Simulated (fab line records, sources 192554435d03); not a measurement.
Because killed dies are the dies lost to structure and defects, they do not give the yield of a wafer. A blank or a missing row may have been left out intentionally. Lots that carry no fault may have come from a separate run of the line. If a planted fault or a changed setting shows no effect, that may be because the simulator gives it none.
Split-lot trial || flow n5_finfet || 21 wafers read from 7 lots, route of 1938 steps

THE SPLIT
At N5_BEOL_M14_EXPOSE_25 (exposes mask M14, target cd 280 nm), the setting dose_mj was moved away from the recipe's 26.6 on 5 of the 21 wafers read, by -7.0% to +5.6%. The other wafers ran this setting at the recipe's value.

FROM THE SPLIT TO THE READING: what the file shows between them, 3 steps
- N5_BEOL_M14_PEB_26: peb time 90 s
- N5_BEOL_M14_DEVELOP_27: develop time 45 s
- N5_BEOL_M14_HARDBAKE_32: time 120 s

THE READING
cd_nm at N5_BEOL_M14_CD_MEAS_28, given in nm (cd target 284.4 nm). On this fab line, fault-free wafers typically give 283.4 nm with a standard deviation of 2 nm.

{"wafer": "L077.1", "tool, chamber at the split": "krf_scanner-01, 0", "dose_mj as run": 26.6, "against the recipe": "recipe", "cd_nm, nm": 285.4, "against lot-mates on the recipe": "-"}
{"wafer": "L077.2", "tool, chamber at the split": "krf_scanner-01, 0", "dose_mj as run": 27.67, "against the recipe": "+4.0%", "cd_nm, nm": 294.7, "against lot-mates on the recipe": "+8.8"}
{"wafer": "L077.3", "tool, chamber at the split": "krf_scanner-01, 0", "dose_mj as run": 26.6, "against the recipe": "recipe", "cd_nm, nm": 286.3, "against lot-mates on the recipe": "-"}
{"wafer": "L076.2", "tool, chamber at the split": "krf_scanner-01, 0", "dose_mj as run": 26.6, "against the recipe": "recipe", "cd_nm, nm": 282.7, "against lot-mates on the recipe": "-"}
{"wafer": "L076.4", "tool, chamber at the split": "krf_scanner-01, 0", "dose_mj as run": 26.6, "against the recipe": "recipe", "cd_nm, nm": 282.0, "against lot-mates on the recipe": "-"}
{"wafer": "L076.6", "tool, chamber at the split": "krf_scanner-01, 0", "dose_mj as run": 26.6, "against the recipe": "recipe", "cd_nm, nm": 281.4, "against lot-mates on the recipe": "-"}
{"wafer": "L080.2", "tool, chamber at the split": "krf_scanner-02, 0", "dose_mj as run": 26.6, "against the recipe": "recipe", "cd_nm, nm": 284.5, "against lot-mates on the recipe": "-"}
{"wafer": "L080.4", "tool, chamber at the split": "krf_scanner-02, 0", "dose_mj as run": 24.75, "against the recipe": "-7.0%", "cd_nm, nm": 272.4, "against lot-mates on the recipe": -12.5}
{"wafer": "L080.5", "tool, chamber at the split": "krf_scanner-02, 0", "dose_mj as run": 26.6, "against the recipe": "recipe", "cd_nm, nm": 285.3, "against lot-mates on the recipe": "-"}
{"wafer": "L090.3", "tool, chamber at the split": "krf_scanner-01, 0", "dose_mj as run": 28.08, "against the recipe": "+5.6%", "cd_nm, nm": 294.5, "against lot-mates on the recipe": "+11.4"}
{"wafer": "L090.4", "tool, chamber at the split": "krf_scanner-01, 0", "dose_mj as run": 26.6, "against the recipe": "recipe", "cd_nm, nm": 283.0, "against lot-mates on the recipe": "-"}
{"wafer": "L090.6", "tool, chamber at the split": "krf_scanner-01, 0", "dose_mj as run": 26.6, "against the recipe": "recipe", "cd_nm, nm": 283.3, "against lot-mates on the recipe": "-"}
{"wafer": "L094.1", "tool, chamber at the split": "krf_scanner-01, 0", "dose_mj as run": 26.6, "against the recipe": "recipe", "cd_nm, nm": 285.8, "against lot-mates on the recipe": "-"}
{"wafer": "L094.3", "tool, chamber at the split": "krf_scanner-01, 0", "dose_mj as run": 26.6, "against the recipe": "recipe", "cd_nm, nm": 281.5, "against lot-mates on the recipe": "-"}
{"wafer": "L094.5", "tool, chamber at the split": "krf_scanner-01, 0", "dose_mj as run": 26.6, "against the recipe": "recipe", "cd_nm, nm": 283.9, "against lot-mates on the recipe": "-"}
{"wafer": "L093.1", "tool, chamber at the split": "krf_scanner-02, 0", "dose_mj as run": 26.6, "against the recipe": "recipe", "cd_nm, nm": 278.4, "against lot-mates on the recipe": "-"}
{"wafer": "L093.4", "tool, chamber at the split": "krf_scanner-02, 0", "dose_mj as run": 25.01, "against the recipe": "-6.0%", "cd_nm, nm": 271.1, "against lot-mates on the recipe": -7.3}
{"wafer": "L093.5", "tool, chamber at the split": "krf_scanner-02, 0", "dose_mj as run": 25.01, "against the recipe": "-6.0%", "cd_nm, nm": 275.6, "against lot-mates on the recipe": -2.8}
{"wafer": "L097.2", "tool, chamber at the split": "krf_scanner-02, 0", "dose_mj as run": 26.6, "against the recipe": "recipe", "cd_nm, nm": 279.4, "against lot-mates on the recipe": "-"}
{"wafer": "L097.3", "tool, chamber at the split": "krf_scanner-02, 0", "dose_mj as run": 26.6, "against the recipe": "recipe", "cd_nm, nm": 282.7, "against lot-mates on the recipe": "-"}
{"wafer": "L097.4", "tool, chamber at the split": "krf_scanner-02, 0", "dose_mj as run": 26.6, "against the recipe": "recipe", "cd_nm, nm": 279.9, "against lot-mates on the recipe": "-"}

FIT RESULTS
A straight line over all 21 wafers: cd_nm changes by +1.82 nm for each +1% of dose_mj; r = +0.91; the points scatter about the line by 2.5 nm.
The same after taking each lot's own level away (the mean of its wafers on the recipe; 21 wafers): +1.5 nm for each +1%; r = +0.91; scatter 2 nm.
According to that fit, moving dose_mj by its largest amount changes the reading by 10 nm.
From 278.40 to 285.85 nm: that is the span of the lots' own levels, equal to 3.7 times the standard deviation above.
In other words, the slope is changed by the lot-to-lot level; the two fits disagree.
Check: -8.76 nm against its lot-mates is what the line predicts for one of the wafers moved furthest among these (-7.0%) when that wafer is left out of the fit. It came out at -12.5 nm against them.

THE WHOLE CHAIN: every reading that the file lists as answering this split, in the file's order
{"step": "N5_BEOL_M14_CD_MEAS_28", "what it does": "target cd 284.4 nm", "reading": "cd_nm", "change (the file's fit)": "+1.65 nm for each +1% of the setting", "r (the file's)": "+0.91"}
{"step": "N5_BEOL_M14_DESCUM_33", "what it does": "chemistry O2, time 7.9 s", "reading": "BEOL_M14.cd_nm (the simulator's own value, which no gauge read)", "change (the file's fit)": "+1.62 nm for each +1% of the setting", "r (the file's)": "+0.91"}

THE FILE'S OWN FIT
cd_nm changes by +1.65 nm for each +1% of dose_mj, r = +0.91.
